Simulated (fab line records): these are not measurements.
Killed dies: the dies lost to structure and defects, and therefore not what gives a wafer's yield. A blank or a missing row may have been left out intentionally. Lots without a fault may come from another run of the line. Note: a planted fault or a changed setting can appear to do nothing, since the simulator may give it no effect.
Matching of chambers -- flow n5-finfet -- pecvd-04 running N5_BEOL_M0_SAQP_PECVD_04: 3 sister chambers
The step deposits a-Si from SiH4/He, target thk 60 nm, time 60.2 s. 3 wafers are shown with their chamber, then 7 later ones without.

== WAFERS WITH THEIR CHAMBER ==
wafer,chamber,throttle-valve-pct (%)
L087.3,0,17.3
L087.5,2,16.8
L089.3,1,19.2

== WAFERS WITH NO CHAMBER GIVEN ==
wafer,throttle-valve-pct (%)
L089.6,18.8
L090.1,18.8
L090.3,18.8
L090.5,17.0
L095.1,17.4
L095.4,17.1
L095.6,17.3

== CHAMBER TAKEN BY EACH ==
wafer,from the rows above,in truth
L089.6,1,1
L090.1,1,1
L090.3,1,1
L090.5,can't be placed: 2 or 0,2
L095.1,can't be placed: 0 or 2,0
L095.4,can't be placed: 0 or 2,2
L095.6,can't be placed: 0 or 2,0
3 of 7 placed correctly. Unplaceable from these rows: 4, with the true chamber sitting among the candidates in 4. Wrongly placed: 0.
How it was worked out, from the rows above alone: a wafer's distance from a chamber is the root of the sum, over the readings, of the square of ((its reading less the chamber's mean) divided by the reading's scatter). The wafer belongs to the nearest chamber; if the next one is less than 2 further off, it can't be placed. The mean given for a chamber averages the wafers shown for that chamber. The scatter: root of mean squared gap, hidden wafer to nearest shown wafer, with one shown wafer a chamber.
